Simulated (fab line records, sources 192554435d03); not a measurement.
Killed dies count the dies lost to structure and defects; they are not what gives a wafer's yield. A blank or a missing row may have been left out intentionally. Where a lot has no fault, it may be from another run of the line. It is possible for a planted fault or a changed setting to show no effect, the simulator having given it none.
fab line records :: flow n5Finfet
record:
  lots: 4
  wafers: 12
  lastDay: 17
route steps=1938 shown BEOL_M8@1368 PASSIVATION@1936
lots untouched by any fault: they come from a run of this same line in which no faults occurred
startH: hours from the record's first day to the start of the lot's first wafer shown :: waitH: time in hours since the lot's previous step :: " repeats the value in the row above :: L1.1+2: several wafers, shown together as one row :: - either no value or no given start :: * or withheld: withheld :: < > ~ a bound
route shown NAME@n: NAME is a module with steps in the file, n the number in the route of the first one :: usual: mean/standard deviation taken from wafers without a fault :: same: alike in all rows :: chamber/n: place in a boat :: sites: readings site by site :: _std_site: standard deviation of those values :: _edge_site: inner sites' mean taken away from outer sites' mean :: radiusMm: for every site, how far away it sits from the centre of the wafer :: mask NAME#n: copy n :: behind: tool/chamber where the wafer was last shaped :: hold: what put the lot on hold/how long, in hours/how the hold closed :: device: which transistor (n, p or np) failed to switch :: end of line: the route-end tests of the same wafers :: step lacking rows: just its recipe :: killed: dies that structure and defects cost at the first sort, which is not the same as the wafer's yield :: map: a wafer's dies, x killed, . not, _ none there
set.NAME: the run value of the setting; set.NAME@STEP: its run value at that earlier step :: model.NAME: the simulator's own value behind a step, which no gauge read
certain route steps with their lots: each step a table, each wafer a row
services: when a tool's chamber went out of use (startH, in hours from the record's first day, below 0 if earlier), for how many hours, and the reason
== steps ==
step: N5_BEOL_M8_DESCUM_33
recipe:
  chemistry: O2
  timeS: 7
  sourcePowerW: 50
  biasPowerW: 20
  pressureMtorr: 20
  rfFrequencyHz: 2.712e+07
  tempC: 40
  resist: CAR-EUV
  o2FlowSccm: 225
step: N5_BEOL_M8_ETCH_72
recipe:
  chemistry: N2/H2
  target: underlayer
  targetDepthA: 65
  maskMaterial: CAR-EUV
  timeS: 5.2
  ionEnergyEv: 200
  pressureMtorr: 30
  sourceW: 840
  biasW: 150
  n2FlowSccm: 200
  h2FlowSccm: 200
  ends: cleared
step: N5_BEOL_M8_ETCH_65
recipe:
  chemistry: CF4
  target: SiARC
  targetDepthA: 156
  maskMaterial: CAR-EUV
  timeS: 26
  ionEnergyEv: 80
  pressureMtorr: 40
  sourceW: 545
  biasW: 36
  Ar_flow_sccm: 100
  cf4FlowSccm: 100
  ends: cleared
step: N5_BEOL_M8_ETCH_66
recipe:
  chemistry: N2/H2
  target: SOC
  targetDepthA: 800
  overetchA: 160
  maskMaterial: SiARC
  tempC: 40
  timeS: 120
  ionEnergyEv: 200
  pressureMtorr: 30
  sourceW: 840
  biasW: 150
  n2FlowSccm: 200
  h2FlowSccm: 200
step: N5_BEOL_M8_STRIP_69
recipe:
  chemistry: N2/H2
  tempC: 40
  n2FlowSccm: 200
  h2FlowSccm: 200
  rfFrequencyHz: 6e+07
step: N5_BEOL_M8_STRIP_73
recipe:
  chemistry: N2/H2
  tempC: 40
  n2FlowSccm: 200
  h2FlowSccm: 200
  rfFrequencyHz: 6e+07
step: N5_BEOL_M8_VIA_ETCH_34
recipe:
  chemistry: C4F6/O2
  target: SiCOH_lowk
  targetDepthA: 1255
  maskMaterial: SOC
  taperDeg: 4
  timeS: 50.5
  ionEnergyEv: 250
  pressureMtorr: 30
  sourceW: 345
  biasW: 185
  Ar_flow_sccm: 300
  C4F6_flow_sccm: 10
  O2_flow_sccm: 10
step: N5_BEOL_M8_STRIP_76
recipe:
  chemistry: C4F6/O2
  resist: SiARC
  rfFrequencyHz: 6e+07
step: N5_BEOL_M8_STRIP_36
recipe:
  chemistry: N2/H2
  powerW: 450
  tempC: 40
  pressureMtorr: 20
  rfFrequencyHz: 6e+07
  overashFraction: 0.3
  biasPowerW: 7
  h2Frac: 0.5
  n2FlowSccm: 200
  h2FlowSccm: 200
step: N5_BEOL_M8_TRENCH_ETCH_37
recipe:
  chemistry: C4F6/O2
  targetDepthA: 934.78
  target: SiCOH_lowk
  timeS: 31.2
  ionEnergyEv: 250
  pressureMtorr: 30
  sourceW: 345
  biasW: 185
  Ar_flow_sccm: 300
  C4F6_flow_sccm: 10
  O2_flow_sccm: 10
usual:
  chamberPressureMTorr: 30.000/0.027
  drypumpMotorCurrentA: 5.6/0.35
  oes_f_703_au: 0.82/0.076
  oesProductAu: 0.82/0.081
  rfFwdPowerW: 340.5/1.9
  rfVppV: 664/16
  showerheadPlenumPTorr: 2.91/0.065
  throttleValvePct: 20.69/0.27
lot.wafer: L495.2
tool: rieDiel-01
chamber: 3
startH: 251.91
waitH: -
chamberPressureMTorr: 30.009
drypumpMotorCurrentA: 5.2
oes_f_703_au: 0.88
oesProductAu: 0.86
rfFwdPowerW: 341.8
rfHoursCounterH: 55
rfVppV: 643
showerheadPlenumPTorr: 2.90
throttleValvePct: 20.72
model.BEOL_M8.featureDepthNm: 95.4
model.etch.depthNm: 95.32

lot.wafer: L495.3
tool: rieDiel-01
chamber: 0
startH: 251.91
waitH: -
chamberPressureMTorr: 30.008
drypumpMotorCurrentA: 5.9
oes_f_703_au: 0.83
oesProductAu: 0.85
rfFwdPowerW: 343.0
rfHoursCounterH: 47
rfVppV: 667
showerheadPlenumPTorr: 3.03
throttleValvePct: 20.59
model.BEOL_M8.featureDepthNm: 92.4
model.etch.depthNm: 92.41

lot.wafer: L495.6
tool: rieDiel-01
chamber: 1
startH: 251.91
waitH: -
chamberPressureMTorr: 30.035
drypumpMotorCurrentA: 5.3
oes_f_703_au: 0.70
oesProductAu: 0.70
rfFwdPowerW: 342.8
rfHoursCounterH: -
rfVppV: 666
showerheadPlenumPTorr: 2.93
throttleValvePct: 21.13
model.BEOL_M8.featureDepthNm: 91.4
model.etch.depthNm: 91.5

lot.wafer: L500.2
tool: rieDiel-01
chamber: 2
startH: 310.03
waitH: -
chamberPressureMTorr: 29.979
drypumpMotorCurrentA: 5.9
oes_f_703_au: 1.01
oesProductAu: 0.81
rfFwdPowerW: 424.7
rfHoursCounterH: 108
rfVppV: 584
showerheadPlenumPTorr: 2.95
throttleValvePct: 20.57
model.BEOL_M8.featureDepthNm: 99.2
model.etch.depthNm: 99.23

lot.wafer: L500.4
tool: rieDiel-01
chamber: 0
startH: 310.03
waitH: -
chamberPressureMTorr: 29.990
drypumpMotorCurrentA: 5.9
oes_f_703_au: 1.04
oesProductAu: 0.87
rfFwdPowerW: 424.3
rfHoursCounterH: 65
rfVppV: 598
showerheadPlenumPTorr: 3.02
throttleValvePct: 20.60
model.BEOL_M8.featureDepthNm: 100.6
model.etch.depthNm: 100.6

lot.wafer: L500.6
tool: rieDiel-01
chamber: 0
startH: 310.03
waitH: -
chamberPressureMTorr: 30.002
drypumpMotorCurrentA: 5.9
oes_f_703_au: 1.05
oesProductAu: 0.88
rfFwdPowerW: 425.0
rfHoursCounterH: -
rfVppV: 599
showerheadPlenumPTorr: 3.02
throttleValvePct: 20.60
model.BEOL_M8.featureDepthNm: 102
model.etch.depthNm: 102

lot.wafer: L502.1
tool: rieDiel-01
chamber: 0
startH: 326.29
waitH: -
chamberPressureMTorr: 29.988
drypumpMotorCurrentA: 5.9
oes_f_703_au: 1.02
oesProductAu: 0.86
rfFwdPowerW: 423.2
rfHoursCounterH: 72
rfVppV: 597
showerheadPlenumPTorr: 3.02
throttleValvePct: 20.61
model.BEOL_M8.featureDepthNm: 101.4
model.etch.depthNm: 101.3

lot.wafer: L502.2
tool: rieDiel-01
chamber: 3
startH: 326.29
waitH: -
chamberPressureMTorr: 29.983
drypumpMotorCurrentA: 5.3
oes_f_703_au: 1.10
oesProductAu: 0.87
rfFwdPowerW: 423.6
rfHoursCounterH: 80
rfVppV: 579
showerheadPlenumPTorr: 2.89
throttleValvePct: 20.78
model.BEOL_M8.featureDepthNm: 103.6
model.etch.depthNm: 103.6

lot.wafer: L502.5
tool: rieDiel-01
chamber: 2
startH: 326.29
waitH: -
chamberPressureMTorr: 29.986
drypumpMotorCurrentA: 5.9
oes_f_703_au: 0.99
oesProductAu: 0.80
rfFwdPowerW: 424.7
rfHoursCounterH: -
rfVppV: 586
showerheadPlenumPTorr: 2.95
throttleValvePct: 20.55
model.BEOL_M8.featureDepthNm: 100
model.etch.depthNm: 99.91

lot.wafer: L505.2
tool: rieDiel-04
chamber: 0
startH: 338.28
waitH: -
chamberPressureMTorr: 30.013
drypumpMotorCurrentA: 6.0
oes_f_703_au: 0.85
oesProductAu: 0.86
rfFwdPowerW: 339.9
rfHoursCounterH: 76
rfVppV: 674
showerheadPlenumPTorr: 2.88
throttleValvePct: 20.44
model.BEOL_M8.featureDepthNm: 95.4
model.etch.depthNm: 95.33

lot.wafer: L505.4
tool: rieDiel-04
chamber: 1
startH: 338.28
waitH: -
chamberPressureMTorr: 29.976
drypumpMotorCurrentA: 6.2
oes_f_703_au: 0.72
oesProductAu: 0.70
rfFwdPowerW: 341.8
rfHoursCounterH: -
rfVppV: 662
showerheadPlenumPTorr: 2.94
throttleValvePct: 21.48
model.BEOL_M8.featureDepthNm: 92.6
model.etch.depthNm: 92.59

lot.wafer: L505.5
tool: rieDiel-04
chamber: 0
startH: 338.28
waitH: -
chamberPressureMTorr: 30.022
drypumpMotorCurrentA: 6.1
oes_f_703_au: 0.85
oesProductAu: 0.86
rfFwdPowerW: 340.6
rfHoursCounterH: -
rfVppV: 676
showerheadPlenumPTorr: 2.88
throttleValvePct: 20.42
model.BEOL_M8.featureDepthNm: 94.4
model.etch.depthNm: 94.37
step: N5_BEOL_M8_ETCH_41
recipe:
  chemistry: CH3F/O2
  target: SiCN
  targetDepthA: 319
  taperDeg: 2
  timeS: 57.8
  ionEnergyEv: 120
  maskMaterial: TiN
  pressureMtorr: 30
  sourceW: 395
  biasW: 75
  Ar_flow_sccm: 150
  CH3F_flow_sccm: 30
  O2_flow_sccm: 20
step: N5_BEOL_M8_STRIP_80
recipe:
  chemistry: N2/H2
  timeS: 10
  powerW: 450
  tempC: 40
  pressureMtorr: 20
  rfFrequencyHz: 6e+07
  biasPowerW: 7
  n2FlowSccm: 200
  h2FlowSccm: 200
step: N5_BEOL_M8_OCD_MEAS_38
usual:
  trenchDepthNm: 93.4/1.8
lot.wafer: L495.2
tool: ocd-01
chamber: -
startH: 252.07
waitH: -
trenchDepthNm: 95.6

lot.wafer: L495.3
tool: ocd-01
chamber: -
startH: 252.07
waitH: -
trenchDepthNm: 92.7

lot.wafer: L495.6
tool: ocd-01
chamber: -
startH: 252.07
waitH: -
trenchDepthNm: 90.7

lot.wafer: L500.2
tool: ocd-01
chamber: -
startH: 310.19
waitH: -
trenchDepthNm: 99.5

lot.wafer: L500.4
tool: ocd-01
chamber: -
startH: 310.19
waitH: -
trenchDepthNm: 100.8

lot.wafer: L500.6
tool: ocd-01
chamber: -
startH: 310.19
waitH: -
trenchDepthNm: 101.7

lot.wafer: L502.1
tool: ocd-02
chamber: -
startH: 326.45
waitH: -
trenchDepthNm: 100.9

lot.wafer: L502.2
tool: ocd-02
chamber: -
startH: 326.45
waitH: -
trenchDepthNm: 103.6

lot.wafer: L502.5
tool: ocd-02
chamber: -
startH: 326.45
waitH: -
trenchDepthNm: 100.1

lot.wafer: L505.2
tool: ocd-02
chamber: -
startH: 338.44
waitH: -
trenchDepthNm: 95.0

lot.wafer: L505.4
tool: ocd-02
chamber: -
startH: 338.44
waitH: -
trenchDepthNm: 92.1

lot.wafer: L505.5
tool: ocd-02
chamber: -
startH: 338.44
waitH: -
trenchDepthNm: 94.7
step: N5_BEOL_M8_HM_STRIP_39
recipe:
  chemistry: peroxideTinStrip
  material: TiN
  targetDepthA: 250
  tempC: 50
  timeS: 158
step: N5_BEOL_M8_SRD_40
recipe:
  timeS: 30
  tempC: 23
  rinseLiquid: diw
  dry: ipaMarangoni
step: N5_BEOL_M8_PRECLEAN_42
recipe:
  chemistry: residueRemover
  timeS: 60
  tempC: 40
step: N5_BEOL_M8_SRD_43
recipe:
  timeS: 30
  tempC: 23
  rinseLiquid: diw
  dry: ipaMarangoni
step: N5_BEOL_M8_CURE_75
recipe:
  tempC: 370
  timeS: 120
  ambient: DMADMS/He
  material: SiCOH_lowk
step: N5_BEOL_M8_DEGAS_44
recipe:
  ambient: vacuum
  tempC: 250
  timeS: 60
step: N5_BEOL_M8_PRE_CLEAN_45
recipe:
  gas: H2/He
  timeS: 30
  tempC: 250
step: N5_BEOL_M8_ALD_77
recipe:
  material: TaN
  targetThkA: 20
  tempC: 275
  aldPrecursorFamily: PDMAT
  aldCoReactant: NH3
  pressureTorr: 3
  carrierFlowSccm: 1500
  pulseTimeS: 2
  purgeTimeS: 3
  coReactantPurgeTimeS: 2
  coReactantPulseTimeS: 3
  aldCycles: 40
  precursorVesselTempC: 75
  precursorVesselPressureTorr: 26.25
  precursorVesselCarrierSccm: 1000
step: N5_BEOL_M8_SURFACE_TREAT_79
recipe:
  gas: Ar
  timeS: *
  ionEnergyEv: *
  ionCurrentMaCm2: 0.5
  pressureMtorr: *
  arFlowSccm: 30
step: N5_BEOL_M8_CVD_78
recipe:
  material: Co
  targetThkA: 20
  tempC: withheld
  precursor: CCTBA/H2
  pressureTorr: 30
  timeS: 142.3
step: N5_BEOL_M8_SPUTTER_48
recipe:
  material: Cu
  targetThkA: 100
  tempC: -20
  biasV: 60
  powerW: 26000
  chamberPressurePa: 0.13
  timeS: 1.667
step: N5_BEOL_M8_ECD_50
recipe:
  material: Cu
  targetThkA: 3000
step: N5_BEOL_M8_ANNEAL_51
recipe:
  tempC: 225
  timeS: 90
  ambient: N2
step: N5_BEOL_M8_CMP_52
recipe:
  stopOn: SiCOH_lowk
  tOverpolishS: 6.9
  downForcePsi: 1
  platenRpm: 50
  clearingPlatenDownForcePsi: 1.5
  clearingPlatenRpm: 50
  postCmpClean: cuAlkaline
  targetThkNm: 80
  clearingPlatenPadVelocityMS: 0.99484
  padVelocityMS: 0.99484
usual:
  barrierFieldEndpointS: 28.9/0.63
  edgeZonePressureFrac: 0.999/0.0053
  motorCurrentA: 5.9/0.39
  overpolishRunS: 6.901/0.01
  timeToEndpointS: 61.8/2.9
lot.wafer: L495.2
tool: cmp-01
chamber: 3
startH: 254.69
waitH: 0.2
barrierFieldEndpointS: 27.8
edgeZonePressureFrac: 0.993
motorCurrentA: 6.5
overpolishRunS: 6.901
timeToEndpointS: 59.0
model.Cu_of_BEOL_M8_ECD_50.thkNm: 80.6

lot.wafer: L495.3
tool: cmp-01
chamber: 1
startH: 254.69
waitH: 0.2
barrierFieldEndpointS: 28.3
edgeZonePressureFrac: 0.998
motorCurrentA: 5.9
overpolishRunS: 6.921
timeToEndpointS: 60.9
model.Cu_of_BEOL_M8_ECD_50.thkNm: 79.2

lot.wafer: L495.6
tool: cmp-01
chamber: 0
startH: 254.69
waitH: 0.2
barrierFieldEndpointS: 28.6
edgeZonePressureFrac: 1.005
motorCurrentA: 5.8
overpolishRunS: 6.893
timeToEndpointS: 61.1
model.Cu_of_BEOL_M8_ECD_50.thkNm: 77.8

lot.wafer: L500.4
tool: cmp-01
chamber: 3
startH: 313.83
waitH: 0.2
barrierFieldEndpointS: 30.0
edgeZonePressureFrac: 0.999
motorCurrentA: 6.5
overpolishRunS: 6.900
timeToEndpointS: 61.7
model.Cu_of_BEOL_M8_ECD_50.thkNm: 87.2

lot.wafer: L500.2
tool: cmp-01
chamber: 1
startH: 313.83
waitH: 0.2
barrierFieldEndpointS: 28.9
edgeZonePressureFrac: 0.991
motorCurrentA: 5.9
overpolishRunS: 6.908
timeToEndpointS: 61.7
model.Cu_of_BEOL_M8_ECD_50.thkNm: 86.2

lot.wafer: L500.6
tool: cmp-01
chamber: 3
startH: 313.83
waitH: 0.2
barrierFieldEndpointS: 28.2
edgeZonePressureFrac: 0.995
motorCurrentA: 6.5
overpolishRunS: 6.919
timeToEndpointS: 57.3
model.Cu_of_BEOL_M8_ECD_50.thkNm: 87.6

lot.wafer: L502.2
tool: cmp-03
chamber: 0
startH: 330.95
waitH: 0.2
barrierFieldEndpointS: 29.4
edgeZonePressureFrac: 0.990
motorCurrentA: 6.6
overpolishRunS: 6.899
timeToEndpointS: 63.0
model.Cu_of_BEOL_M8_ECD_50.thkNm: 90.8

lot.wafer: L502.1
tool: cmp-03
chamber: 1
startH: 330.95
waitH: 0.2
barrierFieldEndpointS: 29.2
edgeZonePressureFrac: 1.010
motorCurrentA: 5.6
overpolishRunS: 6.900
timeToEndpointS: 59.0
model.Cu_of_BEOL_M8_ECD_50.thkNm: 87

lot.wafer: L502.5
tool: cmp-03
chamber: 0
startH: 330.95
waitH: 0.2
barrierFieldEndpointS: 29.6
edgeZonePressureFrac: 0.992
motorCurrentA: 6.8
overpolishRunS: 6.897
timeToEndpointS: 59.8
model.Cu_of_BEOL_M8_ECD_50.thkNm: 87.4

lot.wafer: L505.2
tool: cmp-04
chamber: 0
startH: 341.04
waitH: 0.4
barrierFieldEndpointS: 29.5
edgeZonePressureFrac: 1.002
motorCurrentA: 5.5
overpolishRunS: 6.909
timeToEndpointS: 63.0
model.Cu_of_BEOL_M8_ECD_50.thkNm: 82.6

lot.wafer: L505.4
tool: cmp-04
chamber: 2
startH: 341.04
waitH: 0.4
barrierFieldEndpointS: 29.7
edgeZonePressureFrac: 1.002
motorCurrentA: 5.8
overpolishRunS: 6.901
timeToEndpointS: 60.9
model.Cu_of_BEOL_M8_ECD_50.thkNm: 79.6

lot.wafer: L505.5
tool: cmp-04
chamber: 3
startH: 341.04
waitH: 0.4
barrierFieldEndpointS: 29.4
edgeZonePressureFrac: 0.987
motorCurrentA: 5.9
overpolishRunS: 6.909
timeToEndpointS: 64.7
model.Cu_of_BEOL_M8_ECD_50.thkNm: 82.4
step: N5_BEOL_M8_THK_MEAS_53
recipe:
  thkMeasGauge: xrf
  reads: Cu_of_BEOL_M8_ECD_50
usual:
  M8_THK: 78.7/2.2
lot.wafer: L495.2
tool: filmMetro-02
chamber: -
startH: 254.98
waitH: -
M8_THK[nm]: 79.8

lot.wafer: L495.3
tool: filmMetro-02
chamber: -
startH: 254.98
waitH: -
M8_THK[nm]: 78.1

lot.wafer: L495.6
tool: filmMetro-02
chamber: -
startH: 254.98
waitH: -
M8_THK[nm]: 77.0

lot.wafer: L500.2
tool: filmMetro-01
chamber: -
startH: 314.09
waitH: -
M8_THK[nm]: 84.1

lot.wafer: L500.4
tool: filmMetro-01
chamber: -
startH: 314.09
waitH: -
M8_THK[nm]: 85.4

lot.wafer: L500.6
tool: filmMetro-01
chamber: -
startH: 314.09
waitH: -
M8_THK[nm]: 85.4

lot.wafer: L502.1
tool: filmMetro-02
chamber: -
startH: 331.24
waitH: -
M8_THK[nm]: 85.2

lot.wafer: L502.2
tool: filmMetro-02
chamber: -
startH: 331.24
waitH: -
M8_THK[nm]: 89.0

lot.wafer: L502.5
tool: filmMetro-02
chamber: -
startH: 331.24
waitH: -
M8_THK[nm]: 86.0

lot.wafer: L505.2
tool: filmMetro-01
chamber: -
startH: 341.30
waitH: -
M8_THK[nm]: 81.7

lot.wafer: L505.4
tool: filmMetro-01
chamber: -
startH: 341.30
waitH: -
M8_THK[nm]: 78.6

lot.wafer: L505.5
tool: filmMetro-01
chamber: -
startH: 341.30
waitH: -
M8_THK[nm]: 81.4
step: N5_BEOL_M8_PRE_CLEAN_55
recipe:
  gas: NH3
  timeS: 15
  tempC: withheld
  rfPowerW: 300
step: N5_BEOL_M8_DEP_56
recipe:
  material: SiCN
  targetThkA: 100
  tempC: withheld
  precursor: 3MS/NH3
  pressureTorr: 3
  rfW: 202
  timeS: 17.5
step: N5_BEOL_M8_RS_MEAS_57
recipe:
  thkMeasGauge: four-point-probe
  reads: Cu_of_BEOL_M8_ECD_50+Co_of_BEOL_M8_CVD_78+TaN_of_BEOL_M8_ALD_77
usual:
  M8_RS: 0.287/0.009
lot.wafer: L495.2
tool: filmMetro-01
chamber: -
startH: 255.11
waitH: 0.1
M8_RS[ohm/sq]: 0.283

lot.wafer: L495.3
tool: filmMetro-01
chamber: -
startH: 255.11
waitH: 0.1
M8_RS[ohm/sq]: 0.290

lot.wafer: L495.6
tool: filmMetro-01
chamber: -
startH: 255.11
waitH: 0.1
M8_RS[ohm/sq]: 0.296

lot.wafer: L500.2
tool: filmMetro-02
chamber: -
startH: 314.22
waitH: 0.1
M8_RS[ohm/sq]: 0.262

lot.wafer: L500.4
tool: filmMetro-02
chamber: -
startH: 314.22
waitH: 0.1
M8_RS[ohm/sq]: 0.259

lot.wafer: L500.6
tool: filmMetro-02
chamber: -
startH: 314.22
waitH: 0.1
M8_RS[ohm/sq]: 0.258

lot.wafer: L502.1
tool: filmMetro-02
chamber: -
startH: 331.37
waitH: 0.1
M8_RS[ohm/sq]: 0.260

lot.wafer: L502.2
tool: filmMetro-02
chamber: -
startH: 331.37
waitH: 0.1
M8_RS[ohm/sq]: 0.248

lot.wafer: L502.5
tool: filmMetro-02
chamber: -
startH: 331.37
waitH: 0.1
M8_RS[ohm/sq]: 0.258

lot.wafer: L505.2
tool: filmMetro-02
chamber: -
startH: 341.43
waitH: 0.1
M8_RS[ohm/sq]: 0.276

lot.wafer: L505.4
tool: filmMetro-02
chamber: -
startH: 341.43
waitH: 0.1
M8_RS[ohm/sq]: 0.289

lot.wafer: L505.5
tool: filmMetro-02
chamber: -
startH: 341.43
waitH: 0.1
M8_RS[ohm/sq]: 0.277
step: N5_PASSIVATION_PROBE_49
usual:
  defectLimitedYield: 91.3/1.4
  killed_at_M0_to_M3: 34/10
  killed_at_M4_up: 14/5.5
  killedAtContacts: 12/6
  killedAtFrontEnd: 40/10
  killedAtOther: 3.0/2.4
  killedDies: 103/17
  killedOpen: 68/13
  killedShort: 34/7.8
  sort_bin_5_function: 5.1/0.97
  sort_bin_6_memory: 3.3/0.66
  sortNPass: 1077/17
  sortYieldPct: 91.2/1.4
same:
  grossDies: 1180
  killedAtBackSide: 0
  sort_bin_4_leakage[%]: 0
  sort_bin_8_speed[%]: 0
lot.wafer: L500.4
tool: prober-02
chamber: -
startH: 378.62
waitH: 0.2
defectLimitedYield[%]: 92.7
killed_at_M0_to_M3: 22
killed_at_M4_up: 17
killedAtContacts: 11
killedAtFrontEnd: 32
killedAtOther: 4
killedDies: 86
killedOpen: 66
killedShort: 18
sort_bin_5_function[%]: 4.3
sort_bin_6_memory[%]: 2.9
sortNPass: 1094
sortYieldPct[%]: 92.7
killed by level:class
L500.4 BEOL_M2:geometricParticle:open=12 STI_FIN_REVEAL:geometricParticle:open=10 MOL_CONTACT_COAG:geometricParticle:open=10 ILD0:geometricParticle:open=4 ILD0:geometricParticle:short=3 GATE_CUT:geometricParticle:open=3 BEOL_M4:geometricParticle:open=3 BEOL_M6:geometricParticle:open=3
== services ==
tool: cmp-03
chamber: -
startH: 238.14
hours: 4.0
kind: pm

tool: cmp-03
chamber: -
startH: 242.14
hours: -
kind: consumableReplace:conditioner

tool: cmp-03
chamber: -
startH: 242.14
hours: -
kind: consumableReplace:pad

tool: rieDiel-01
chamber: -
startH: 252.18
hours: 2.8
kind: pm

tool: cmp-03
chamber: -
startH: 257.10
hours: 0.3
kind: repair

tool: cmp-01
chamber: -
startH: 268.68
hours: 3.5
kind: pm

tool: rieDiel-01
chamber: 1
startH: 310.65
hours: -
kind: clean

tool: rieDiel-01
chamber: 1
startH: 310.65
hours: -
kind: consumableReplace:focusRing

tool: rieDiel-01
chamber: 1
startH: 310.65
hours: 29.0
kind: scheduledDown

tool: rieDiel-01
chamber: 1
startH: 310.65
hours: 29.0
kind: ventCycle

tool: rieDiel-04
chamber: 2
startH: 335.54
hours: -
kind: clean

tool: rieDiel-04
chamber: 2
startH: 335.54
hours: -
kind: consumableReplace:focusRing

tool: rieDiel-04
chamber: 2
startH: 335.54
hours: 23.7
kind: scheduledDown

tool: rieDiel-04
chamber: 2
startH: 335.54
hours: 23.7
kind: ventCycle

tool: rieDiel-04
chamber: 1
startH: 338.83
hours: 3.5
kind: repair

tool: cmp-01
chamber: -
startH: 340.27
hours: 5.2
kind: pm

tool: cmp-03
chamber: -
startH: 340.37
hours: 1.7
kind: repair
== key ==
firstSign:
  step: N5_BEOL_M8_TRENCH_ETCH_37
  reading: rfFwdPowerW
  direction: up
  sigmas: 44
  usual: *
  struck: *
effect:
  step: N5_BEOL_M8_TRENCH_ETCH_37
  reading: rfVppV
  direction: down
  sigmas: 4.5
  usual: 664
  struck: 590
effect:
  step: N5_BEOL_M8_OCD_MEAS_38
  reading: trenchDepthNm
  direction: up
  sigmas: 4.2
  usual: 93.4
  struck: 101.1
effect:
  step: N5_BEOL_M8_THK_MEAS_53
  reading: M8_THK
  direction: up
  sigmas: 3.2
  usual: 78.7
  struck: 85.8
effect:
  step: N5_BEOL_M8_RS_MEAS_57
  reading: M8_RS
  direction: down
  sigmas: 3.3
  usual: 0.287
  struck: 0.258
modelEffect:
  step: N5_BEOL_M8_TRENCH_ETCH_37
  value: BEOL_M8.featureDepthNm
  without: 92.97
  struck: 101.1
modelEffect:
  step: N5_BEOL_M8_CMP_52
  value: Cu_of_BEOL_M8_ECD_50.thkNm
  without: 79.57
  struck: 87.7
metAt N5_BEOL_M8_TRENCH_ETCH_37
struckWafers L500.2,L500.4,L500.6,L502.1,L502.2,L502.5
onsetBetween 251.91 310.03
fault:
  kind: processParameterDrift
  tool: rieDiel-01
  chamber: -
  onsetH: 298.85
  steps: N5_BEOL_M8_TRENCH_ETCH_37
  channel: sourceW
  offset: 82.8
  shape: step
  endH: 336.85
  actsIn: theseRecipesOnly
  stated: 345
